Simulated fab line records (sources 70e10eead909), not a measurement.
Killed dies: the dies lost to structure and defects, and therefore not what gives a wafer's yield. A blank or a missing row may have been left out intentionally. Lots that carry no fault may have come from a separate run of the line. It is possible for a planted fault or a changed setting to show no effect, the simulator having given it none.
8D (eight disciplines) problem report, filled in by code | flow nand harc | the parts of the form that need people (team, actions taken, sign-off) are left out

## 1. WHAT IS WRONG
Mean of oes product au at NHARC_A_DECK1_JOINT_ETCHBACK_00: 1.147 a.u. across 2 wafers in 2 lots; on wafers with no fault it is 0.997 a.u. (standard deviation 0.0083). Relative to the usual mean, that is a shift of +18 standard deviations.
The step: etches the open film in HBr, target depth 30 nm, time 17.4 s.
Seen first at day 18 16:23 on rie si-01, wafer L908.2. At this step, 39 wafers from 13 lots have a number in the record. By rule, "out" or "out of limits" means more than 4 standard deviations away from the usual mean. All remaining wafers that have a number are taken as sound.

## 2. WHAT IT IS AND WHAT IT IS NOT
question                    | is                | is not
which readings at this step | oes product au    | drypump motor current A, hbr flow sccm, throttle valve pct
which lots                  | L908, L909        | L891, L893, L895, L896, L898, L901, L907, L911, L912, L913, L914
which wafers of those lots  | L908.2, L909.1    | L908.4, L908.5, L909.2, L909.3
read on which tools         | rie si-01         | rie si-02, rie si-05
when                        | from day 18 16:23 | up to then (23 sound wafers); but 14 sound wafers of L909, L911, L912, L913, L914 came after

## 3. THE SUSPECTS, EACH WITH WHAT RULES IT OUT
Counting: any tool at a process step up to the reading remains a suspect provided it ran every lot that is out. Sound lots after the first of them don't rule it out here, since some wafers of a struck lot are sound.
- rie diel-10 at NHARC_A_CHANNEL_FILL_D1_ETCHBACK_08 (etches the open film in C4F8, target depth 220 nm, time 110 s): kept. It ran every lot that is out, first L908 (day 18 05:17); its last sound lot up to then is L898 (day 14 00:43). NHARC_A_CHANNEL_FILL_D1_ETCHBACK_08: start missing for some lots; hours and lot order therefore follow NHARC_A_CHANNEL_FILL_D1_CMP_10.
- rie si-01 at NHARC_A_DECK1_JOINT_ETCHBACK_00 (etches the open film in HBr, target depth 30 nm, time 17.4 s): kept. It ran every lot that is out, first L908 (day 18 16:23); its last sound lot up to then is L896 (day 13 08:48). Its own readings are out on those wafers: oes product au.
- At NHARC_A_DECK1_JOINT_ETCHBACK_00, inside rie si-01: chamber 0 took the wafers that are out, while their sound lot-mates went through chambers 1, 2, 3.
Remaining after the count are rie diel-10 at NHARC_A_CHANNEL_FILL_D1_ETCHBACK_08 and rie si-01 at NHARC_A_DECK1_JOINT_ETCHBACK_00.

## 4. THE CAUSE (what the simulator had put in)
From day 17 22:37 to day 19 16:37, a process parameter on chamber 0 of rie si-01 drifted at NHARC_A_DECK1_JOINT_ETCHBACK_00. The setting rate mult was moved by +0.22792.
Counting leaves 2 suspects; this tool is one of them.

## 5. SEQUENCE OF EFFECTS, ordered by route
Each row: a reading whose mean over the struck wafers that have a number lies more than 3 standard deviations from the usual. Only readings for which the record gives a usual standard deviation are gone through. hours: the time from each lot's start at the first step in this table that gives one to its start at this step, as a median over the lots. sigmas: the change in usual standard deviations.
hours | step                            | reading        | usual      | on struck wafers | change | sigmas
0     | NHARC_A_DECK1_JOINT_ETCHBACK_00 | oes product au | 0.997 a.u. | 1.147            | +0.150 | +18
The process steps in it:
- NHARC_A_DECK1_JOINT_ETCHBACK_00: etches the open film in HBr, target depth 30 nm, time 17.4 s.
Later steps that measure or inspect, where all struck wafers having a row at the step show a number for every such reading and not one has moved that far: NHARC_A_DECK1_JOINT_THK_MEAS_17.

## 6. WHAT WOULD HAVE CAUGHT IT SOONER
First out-of-limits reading in this record: day 18 16:23, which is 18 hours after fault onset at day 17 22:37.
